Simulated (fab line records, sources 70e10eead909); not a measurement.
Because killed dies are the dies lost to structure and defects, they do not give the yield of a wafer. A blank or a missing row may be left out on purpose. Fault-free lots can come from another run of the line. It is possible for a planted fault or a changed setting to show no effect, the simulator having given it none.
Matching of chambers | flow nandHarc | 3 sister chambers for NHARC_P_M0_DEP_00 on pecvd-01
The step deposits SiOC, target thk 150 nm. 14 wafers are shown with their chamber, then 7 later ones without.

== WAFERS WITH THEIR CHAMBER ==
wafer  | chamber | rfFwdPowerW (W) | chamberPressureTorr (Torr)
L413.1 | 0       | 602.0           | 5.010
L413.5 | 1       | 597.9           | 4.979
L413.6 | 0       | 599.6           | 4.996
L414.1 | 1       | 599.2           | 5.017
L414.2 | 0       | 599.2           | 5.015
L414.4 | 2       | 600.1           | 4.985
L416.1 | 1       | 600.1           | 4.994
L416.5 | 0       | 601.5           | 5.001
L416.6 | 2       | 600.9           | 5.001
L422.4 | 2       | 599.3           | 5.002
L422.5 | 1       | 597.9           | 4.989
L422.6 | 0       | 601.0           | 5.000
L432.1 | 2       | 601.6           | 5.013
L432.2 | 1       | 600.2           | 4.981

SIGNATURES (means of the wafers above)
reading             | chamber 0 | chamber 1 | chamber 2 | scatter within a chamber
rfFwdPowerW         | 600.660   | 599.060   | 600.475   | 1.13
chamberPressureTorr | 5.00440   | 4.99200   | 5.00025   | 0.012
Rule: a wafer's distance from a chamber is the root of the sum, over the readings, of the square of ((its reading less the chamber's mean) divided by the reading's scatter). If the next closest chamber is less than 2 further off than the closest, the wafer can't be placed; otherwise it belongs to the closest. How the scatter is found: for the shown wafers, subtract from each reading the mean of its chamber, square and add these, divide the total by (wafers less chambers), then take the root.

== WAFERS WHOSE CHAMBER IS MISSING ==
wafer  | rfFwdPowerW (W) | chamberPressureTorr (Torr)
L432.4 | 597.5           | 4.999
L431.1 | 599.8           | 4.983
L431.5 | 598.4           | 5.002
L431.6 | 597.9           | 5.001
L434.1 | 599.3           | 5.005
L434.5 | 598.2           | 5.019
L434.6 | 600.2           | 4.991

== EACH ONE'S CHAMBER ==
wafer  | from the rows above          | in truth
L432.4 | can't be placed: 1 or 2 or 0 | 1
L431.1 | can't be placed: 1 or 2 or 0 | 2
L431.5 | can't be placed: 1 or 2 or 0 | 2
L431.6 | can't be placed: 1 or 2 or 0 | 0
L434.1 | can't be placed: 1 or 2 or 0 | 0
L434.5 | can't be placed: 1 or 0 or 2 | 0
L434.6 | can't be placed: 2 or 1 or 0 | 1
Placed correctly: 0 of 7. These rows do not allow placing 7 (true chamber among the candidates in 7). Placed wrongly: 0.
